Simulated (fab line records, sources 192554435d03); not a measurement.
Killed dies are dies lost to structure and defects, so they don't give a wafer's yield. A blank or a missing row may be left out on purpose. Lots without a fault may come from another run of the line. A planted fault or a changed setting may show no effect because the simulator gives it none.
Which tool did it? | flow n5_finfet | 12 lots, 36 wafers sampled, at 4 steps of a route of 1938

WHAT THE GAUGES READ, wafer by wafer
N5_BEOL_M2_CD_MEAS_11: target cd 16.79 nm.
lot  | measured     | on        | cd_nm (nm)
L076 | day 7 04:40  | cd_sem-03 | 17.09 17.23 17.03
L074 | day 7 18:35  | cd_sem-02 | 16.62 17.12 16.81
L078 | day 7 20:25  | cd_sem-02 | 16.48 16.34 16.56
L081 | day 8 03:27  | cd_sem-02 | 16.75 16.38 16.41
L083 | day 9 01:50  | cd_sem-03 | 16.41 16.67 16.48
L085 | day 9 11:55  | cd_sem-02 | 16.44 16.49 16.85
L087 | day 10 04:35 | cd_sem-01 | 16.61 16.59 16.54
L089 | day 10 07:22 | cd_sem-03 | 16.45 16.34 16.88
L091 | day 10 17:25 | cd_sem-03 | 16.62 16.18 16.42
L093 | day 11 06:05 | cd_sem-03 | 17.17 16.92 17.00
L096 | day 11 22:36 | cd_sem-03 | 16.28 16.52 15.92
L097 | day 12 05:29 | cd_sem-01 | 16.56 16.49 16.22

WHICH TOOL RAN EACH LOT (tool, then ch and the chambers of the sampled wafers, then the start)
lot  | N5_BEOL_M1_SPUTTER_90        | N5_BEOL_M1_SPUTTER_94        | N5_BEOL_M2_PECVD_72
L076 | pvd_sputter-02, day 7 02:02  | pvd_sputter-02, day 7 02:28  | pecvd-04 ch 0,1,2, day 7 03:57
L074 | pvd_sputter-03, day 7 14:08  | pvd_sputter-03, day 7 14:34  | pecvd-04 ch 0,2, day 7 16:07
L078 | pvd_sputter-03, day 7 17:19  | pvd_sputter-03, day 7 17:46  | pecvd-01 ch 0,1,2, day 7 19:11
L081 | pvd_sputter-02, day 8 00:57  | pvd_sputter-02, day 8 01:23  | pecvd-02 ch 0,2, day 8 02:51
L083 | pvd_sputter-02, day 8 21:55  | pvd_sputter-02, day 8 22:25  | pecvd-02 ch 0,1, day 8 23:59
L085 | pvd_sputter-03, day 9 08:58  | pvd_sputter-03, day 9 09:24  | pecvd-04 ch 0,2, day 9 10:57
L087 | pvd_sputter-01, day 10 00:43 | pvd_sputter-01, day 10 01:09 | pecvd-01 ch 0,1,2, day 10 02:35
L089 | pvd_sputter-03, day 10 03:46 | pvd_sputter-03, day 10 04:13 | pecvd-02 ch 1,2, day 10 05:39
L091 | pvd_sputter-03, day 10 12:50 | pvd_sputter-03, day 10 13:17 | pecvd-01 ch 0,2, day 10 14:43
L093 | pvd_sputter-03, day 11 03:36 | pvd_sputter-03, day 11 04:02 | pecvd-02 ch 0,2, day 11 05:30
L096 | pvd_sputter-03, day 11 19:36 | pvd_sputter-03, day 11 20:02 | pecvd-01 ch 0,1,2, day 11 21:28
L097 | pvd_sputter-01, day 12 02:44 | pvd_sputter-01, day 12 03:11 | pecvd-02 ch 0,1, day 12 04:38
- N5_BEOL_M1_SPUTTER_90: material Cu, target thk 4.5 nm, time 8.29 s.
- N5_BEOL_M1_SPUTTER_94: material Cu, target thk 4.5 nm, time 8.29 s.
- N5_BEOL_M2_PECVD_72: deposits SiO2 from TEOS/O2, target thk 16 nm, time 18 s.

THE ANSWER, worked out from the rows above alone
Rule: what is usual is taken from the lots themselves. Put in order of their means at a reading, lots are off if they are a third of the lots or fewer, leave a main group of 4 or more, and stand apart from it by a gap of 3 or more times the standard deviation of the main group's means; of several such gaps the widest counts. A main group whose means are all the same, to the digits that the tables above print for the reading, isn't used. A lot without any number at a reading at which 4 lots or more have one is off too. The other lots that the step has rows for count as sound.
No lot is off at any reading shown: from this, nothing can be told.

WHAT THE SIMULATOR HAD PUT IN
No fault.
